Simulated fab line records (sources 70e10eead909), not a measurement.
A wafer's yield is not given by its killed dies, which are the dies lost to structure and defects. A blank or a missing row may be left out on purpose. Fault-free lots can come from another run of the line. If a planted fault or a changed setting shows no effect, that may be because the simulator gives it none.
Chamber matching :: flow nand_harc :: NHARC_A_M1_DESCUM_14 on rie_diel-01 has 4 sister chambers
The step chemistry O2, time 3 s. 18 wafers are shown with their chamber, then 9 later ones without.

## WAFERS, EACH WITH ITS CHAMBER
wafer: L075.3
chamber: 0
drypump_motor_current_A (A): 6.1
rf_vpp_V (V): 57.0
throttle_valve_pct (%): 11.338

wafer: L075.5
chamber: 0
drypump_motor_current_A (A): 6.1
rf_vpp_V (V): 58.3
throttle_valve_pct (%): 11.314

wafer: L075.6
chamber: 1
drypump_motor_current_A (A): 5.3
rf_vpp_V (V): 59.0
throttle_valve_pct (%): 11.321

wafer: L079.2
chamber: 1
drypump_motor_current_A (A): 5.2
rf_vpp_V (V): 57.3
throttle_valve_pct (%): 11.318

wafer: L079.5
chamber: 2
drypump_motor_current_A (A): 6.1
rf_vpp_V (V): 56.8
throttle_valve_pct (%): 11.302

wafer: L079.6
chamber: 3
drypump_motor_current_A (A): 6.0
rf_vpp_V (V): 57.6
throttle_valve_pct (%): 11.311

wafer: L086.1
chamber: 2
drypump_motor_current_A (A): 6.2
rf_vpp_V (V): 56.9
throttle_valve_pct (%): 11.335

wafer: L086.2
chamber: 3
drypump_motor_current_A (A): 5.9
rf_vpp_V (V): 57.6
throttle_valve_pct (%): 11.313

wafer: L086.5
chamber: 1
drypump_motor_current_A (A): 5.2
rf_vpp_V (V): 56.8
throttle_valve_pct (%): 11.313

wafer: L088.4
chamber: 0
drypump_motor_current_A (A): 6.1
rf_vpp_V (V): 57.7
throttle_valve_pct (%): 11.305

wafer: L088.5
chamber: 0
drypump_motor_current_A (A): 6.1
rf_vpp_V (V): 57.7
throttle_valve_pct (%): 11.304

wafer: L088.6
chamber: 3
drypump_motor_current_A (A): 5.9
rf_vpp_V (V): 58.1
throttle_valve_pct (%): 11.314

wafer: L091.1
chamber: 1
drypump_motor_current_A (A): 5.2
rf_vpp_V (V): 56.9
throttle_valve_pct (%): 11.328

wafer: L091.2
chamber: 3
drypump_motor_current_A (A): 5.9
rf_vpp_V (V): 57.4
throttle_valve_pct (%): 11.300

wafer: L091.3
chamber: 2
drypump_motor_current_A (A): 6.1
rf_vpp_V (V): 56.9
throttle_valve_pct (%): 11.320

wafer: L092.1
chamber: 1
drypump_motor_current_A (A): 5.3
rf_vpp_V (V): 58.0
throttle_valve_pct (%): 11.317

wafer: L092.4
chamber: 0
drypump_motor_current_A (A): 6.1
rf_vpp_V (V): 56.9
throttle_valve_pct (%): 11.302

wafer: L092.5
chamber: 1
drypump_motor_current_A (A): 5.3
rf_vpp_V (V): 56.1
throttle_valve_pct (%): 11.311

SIGNATURES (means of the wafers above)
reading: drypump_motor_current_A
chamber 0: 6.100
chamber 1: 5.250
chamber 2: 6.133
chamber 3: 5.925
scatter within a chamber: 0.0456

reading: rf_vpp_V
chamber 0: 57.520
chamber 1: 57.350
chamber 2: 56.867
chamber 3: 57.675
scatter within a chamber: 0.698

reading: throttle_valve_pct
chamber 0: 11.31260
chamber 1: 11.31800
chamber 2: 11.31900
chamber 3: 11.30950
scatter within a chamber: 0.0112
Rule: a wafer's distance from a chamber is the root of the sum, over the readings, of the square of ((its reading less the chamber's mean) divided by the reading's scatter). The wafer belongs to the nearest chamber; if the next one is less than 2 further off, it can't be placed. How the scatter is found: for the shown wafers, subtract from each reading the mean of its chamber, square and add these, divide the total by (wafers less chambers), then take the root.

## WAFERS WHOSE CHAMBER IS MISSING
wafer: L094.2
drypump_motor_current_A (A): 6.1
rf_vpp_V (V): 59.0
throttle_valve_pct (%): 11.314

wafer: L094.3
drypump_motor_current_A (A): 5.3
rf_vpp_V (V): 56.8
throttle_valve_pct (%): 11.311

wafer: L094.5
drypump_motor_current_A (A): 6.1
rf_vpp_V (V): 58.4
throttle_valve_pct (%): 11.326

wafer: L096.2
drypump_motor_current_A (A): 6.2
rf_vpp_V (V): 59.2
throttle_valve_pct (%): 11.318

wafer: L096.4
drypump_motor_current_A (A): 6.0
rf_vpp_V (V): 58.0
throttle_valve_pct (%): 11.306

wafer: L096.5
drypump_motor_current_A (A): 5.3
rf_vpp_V (V): 56.5
throttle_valve_pct (%): 11.315

wafer: L097.1
drypump_motor_current_A (A): 5.2
rf_vpp_V (V): 57.5
throttle_valve_pct (%): 11.325

wafer: L097.3
drypump_motor_current_A (A): 6.1
rf_vpp_V (V): 59.0
throttle_valve_pct (%): 11.305

wafer: L097.4
drypump_motor_current_A (A): 6.1
rf_vpp_V (V): 57.3
throttle_valve_pct (%): 11.307

## WHICH CHAMBER EACH ONE RAN IN
wafer: L094.2
from the rows above: can't be placed: 0 or 2
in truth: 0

wafer: L094.3
from the rows above: 1
in truth: 1

wafer: L094.5
from the rows above: can't be placed: 0 or 2
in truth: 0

wafer: L096.2
from the rows above: can't be placed: 0 or 2
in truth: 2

wafer: L096.4
from the rows above: can't be placed: 3 or 0 or 2
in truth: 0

wafer: L096.5
from the rows above: 1
in truth: 1

wafer: L097.1
from the rows above: 1
in truth: 1

wafer: L097.3
from the rows above: can't be placed: 0 or 2
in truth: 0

wafer: L097.4
from the rows above: can't be placed: 0 or 2
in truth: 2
Correct placement for 3 of the 9. Can't be placed from these rows: 6 (the true chamber is among the candidates in 6). Placed wrongly: 0.
